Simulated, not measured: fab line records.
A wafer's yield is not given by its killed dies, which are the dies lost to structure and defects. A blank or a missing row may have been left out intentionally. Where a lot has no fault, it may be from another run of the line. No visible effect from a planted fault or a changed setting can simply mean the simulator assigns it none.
The same fault as seen by 3 desks    flow nandHarc    only its own numbers are on each desk; what lay behind them is given at the end

AT THE TOOL OWNER'S DESK: arfiScanner-03
The tool's own readings at NHARC_P_M1_EXPOSE_06 (exposes mask P M1, target cd 130 nm): means of the sampled wafers that have a number, for each lot that ran on this tool. If a lot's mean is further than 4 standard deviations from the usual mean, the lot is out of limits and carries the mark OUT (the distance appears in the brackets).
Columns: A = exposureDoseMJCm2 at NHARC_P_M1_EXPOSE_06, usual 81.87
lot   first seen here  A
L213  day 6 09:32      81.91
L216  day 7 14:36      81.95
L220  day 9 15:03      81.88
L226  day 11 12:58     102.27 (+99 or more) OUT
L227  day 12 05:17     98.16 (+99 or more) OUT
L229  day 13 02:52     95.00 (+99 or more) OUT
L232  day 14 00:40     94.18 (+99 or more) OUT
This desk's verdict: out of limits on L226, L227, L229, L232, starting with L226 at day 11 12:58 (exposureDoseMJCm2 at NHARC_P_M1_EXPOSE_06). In limits: L213, L216, L220.

THE DEFECT DESK
Inspection counts along the route, by lot: the mean over sampled wafers that carry a number. If a lot's mean is further than 4 standard deviations from the usual mean, the lot is out of limits and carries the mark OUT (the distance appears in the brackets).
Columns: A = rawDefectCount at NHARC_P_M0_INSPECT_27, usual 308
lot   first seen here  A
L213  day 6 08:23      547
L215  day 7 01:52      232
L216  day 7 13:22      264
L217  day 7 14:28      223
L220  day 9 13:47      412
L221  day 9 22:34      257
L222  day 10 00:10     325
L226  day 11 11:50     258
L227  day 12 03:59     171
L229  day 13 01:43     311
L232  day 13 23:25     431
L234  day 14 18:52     334
L236  day 15 17:36     261
This desk's finding: nothing out of limits on any of the 13 lots.

THE METROLOGY DESK
What the gauges read for every lot (on any tool): the sampled wafers with a number, averaged. If a lot's mean is further than 4 standard deviations from the usual mean, the lot is out of limits and carries the mark OUT (the distance appears in the brackets).
Columns: A = cdNm at NHARC_P_M1_CD_MEAS_09, usual 129.7 nm
lot   first seen here  A
L213  day 6 09:41      128.7
L215  day 7 03:08      129.0
L216  day 7 14:44      129.8
L217  day 7 15:52      129.4
L220  day 9 15:11      129.5
L221  day 9 23:58      129.0
L222  day 10 01:34     130.1
L226  day 11 13:07     143.9 (+26) OUT
L227  day 12 05:26     141.3 (+21) OUT
L229  day 13 02:59     139.3 (+18) OUT
L232  day 14 00:49     138.0 (+15) OUT
L234  day 14 20:16     129.8
L236  day 15 18:59     130.0
This desk's verdict: out of limits on L226, L227, L229, L232, starting with L226 at day 11 13:07 (cdNm at NHARC_P_M1_CD_MEAS_09). In limits: L213, L215, L216, L217, L220, L221, L222, L234, L236.

BROUGHT TOGETHER
An alarm could have come from the tool owner's desk at day 11 12:58, on L226, L227, L229, L232.
The metrology desk could have raised an alarm at day 11 13:07, on L226, L227, L229, L232.
The defect desk saw nothing out of limits.
The defect desk has L226, L227, L229, L232 on record, within its limits.
NHARC_P_M1_EXPOSE_06 was run on arfiScanner-03 by each of the lots named.

WHAT THE SIMULATOR HAD PUT IN
Process parameters drifting: arfiScanner-03 at NHARC_P_M1_EXPOSE_06, beginning at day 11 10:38. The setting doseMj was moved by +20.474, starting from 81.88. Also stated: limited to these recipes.
Shown lots that were struck: L226, L227, L229, L232.
Delay (hours) between the fault's onset and each desk's first out-of-limits reading: 2 at the tool owner's desk, 2 at the metrology desk.
